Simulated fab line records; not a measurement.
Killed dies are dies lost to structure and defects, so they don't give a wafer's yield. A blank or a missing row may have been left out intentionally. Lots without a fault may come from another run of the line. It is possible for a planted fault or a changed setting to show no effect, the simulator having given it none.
Which of the tools did it?    flow n5 finfet    Sampling: 11 lots, 33 wafers, 2 of 1938 route steps

WHAT THE GAUGES READ, wafer by wafer
N5_BEOL_M15_INSPECT_55: inspects for defects (darkfield).
lot   measured      on                 raw defect count
L075  day 13 17:37  defect inspect-01  47 69 73
L076  day 14 07:45  defect inspect-01  65 44 65
L079  day 14 18:58  defect inspect-02  112 87 78
L080  day 15 10:56  defect inspect-02  74 76 68
L085  day 16 06:44  defect inspect-01  62 53 48
L087  day 16 19:55  defect inspect-01  71 144 38
L086  day 17 19:00  defect inspect-02  49 65 83
L093  day 18 08:03  defect inspect-02  56 48 71
L094  day 19 04:58  defect inspect-02  137 135 107
L097  day 20 04:25  defect inspect-01  47 51 33
L095  day 20 18:29  defect inspect-02  90 100 41

TOOL THAT RAN EACH LOT (tool first, then ch and the chambers of the sampled wafers, then the start)
lot   N5_BEOL_M15_ETCH_38
L075  rie diel-06 ch 0,1,3, day 13 17:37 or earlier
L076  rie diel-03 ch 0,3, day 14 07:45 or earlier
L079  rie diel-06 ch 1,2,3, day 14 18:58 or earlier
L080  rie diel-06 ch 0,1,3, day 15 10:56 or earlier
L085  rie diel-02 ch 0,2, day 16 06:44 or earlier
L087  rie diel-06 ch 0,1,2, day 16 19:55 or earlier
L086  rie diel-02 ch 0,2,3, day 17 19:00 or earlier
L093  rie diel-06 ch 1,3, day 18 08:03 or earlier
L094  rie diel-03 ch 1,2, day 19 04:58 or earlier
L097  rie diel-03 ch 0,1,3, day 20 04:25 or earlier
L095  rie diel-02 ch 0,2,3, day 20 18:29 or earlier
- N5_BEOL_M15_ETCH_38: etches SiCN in CF4/N2, target depth 106.4 nm, time 120.5 s.

THE ANSWER, worked out from the rows above alone
Rule: the usual values come from the lots themselves. Put in order of their means at a reading, lots are off if they are a third of the lots or fewer, leave a main group of 4 or more, and stand apart from it by a gap of 3 or more times the standard deviation of the main group's means; of several such gaps the widest counts. If all means in a main group match to the digits the tables above print for the reading, that group is not used. A lot without any number at a reading at which 4 lots or more have one is off too. The other lots that the step has rows for count as sound.
None of the lots is off at any reading shown; this tells nothing.

WHAT HAD BEEN PUT IN BY THE SIMULATOR
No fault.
